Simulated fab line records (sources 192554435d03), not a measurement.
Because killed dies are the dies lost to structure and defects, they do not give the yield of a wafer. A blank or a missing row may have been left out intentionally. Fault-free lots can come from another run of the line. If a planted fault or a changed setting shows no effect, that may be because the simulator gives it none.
One fault seen from 2 desks / flow n5Finfet / numbers are kept per desk, each desk with only its own; the story behind them comes last

AT THE TOOL OWNER'S DESK: lithoTrack-04
The tool's own readings at N5_BEOL_M5_COAT_66 (time 60 s, resist thk 12 nm): means of the sampled wafers that have a number, for each lot that ran on this tool. A lot is out of limits, marked OUT, if its mean lies more than 4 standard deviations from the usual mean; the brackets give that distance.
Columns: A = exhaustPa at N5_BEOL_M5_COAT_66, usual 45.0 Pa; B = spinSpeedRpm at N5_BEOL_M5_COAT_66, usual 1500.0 rpm
lot=L472; first seen here=day 8 23:36; A=44.9; B=1499.4
lot=L481; first seen here=day 11 07:07; A=44.6; B=1499.5
lot=L484; first seen here=day 12 00:29; A=45.2; B=1625.4 (+99 or more) OUT
lot=L485; first seen here=day 12 17:41; A=45.2; B=1626.2 (+99 or more) OUT
lot=L487; first seen here=day 12 19:29; A=44.3; B=1625.6 (+99 or more) OUT
This desk's verdict: out of limits on L484, L485, L487, starting with L484 at day 12 00:29 (spinSpeedRpm at N5_BEOL_M5_COAT_66). L472, L481: within limits.

FROM THE METROLOGY DESK
Means of the sampled wafers that have a number, per lot and without regard to the tool the lot ran on: this is what the gauges read. A lot is out of limits, marked OUT, if its mean lies more than 4 standard deviations from the usual mean; the brackets give that distance.
Columns: A = cdNm at N5_BEOL_M5_CD_MEAS_28, usual 30.61 nm
lot=L471; first seen here=day 8 06:07; A=30.86
lot=L472; first seen here=day 8 23:52; A=30.30
lot=L476; first seen here=day 9 16:34; A=30.83
lot=L473; first seen here=day 9 16:45; A=30.40
lot=L474; first seen here=day 9 21:23; A=30.49
lot=L478; first seen here=day 9 23:26; A=30.42
lot=L481; first seen here=day 11 07:23; A=30.29
lot=L484; first seen here=day 12 00:55; A=30.54
lot=L483; first seen here=day 12 00:58; A=30.54
lot=L485; first seen here=day 12 17:59; A=30.60
lot=L487; first seen here=day 12 19:55; A=30.88
lot=L491; first seen here=day 14 00:52; A=30.42
This desk's finding: nothing out of limits on any of the 12 lots.

PUT TOGETHER
On L484, L485, L487, at day 12 00:29, an alarm was possible from the tool owner's desk.
From the metrology desk's view, nothing was out of limits.
The metrology desk has L484, L485, L487 on record, within its limits.
Every lot named ran N5_BEOL_M5_COAT_66 on lithoTrack-04.

WHAT HAD BEEN PUT IN BY THE SIMULATOR
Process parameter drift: lithoTrack-04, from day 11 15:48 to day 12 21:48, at N5_BEOL_M5_COAT_66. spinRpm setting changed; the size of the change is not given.
Lots struck among those shown: L484, L485, L487.
How many hours passed from the start of the fault until each desk's first out-of-limits reading: the tool owner's desk, 9.
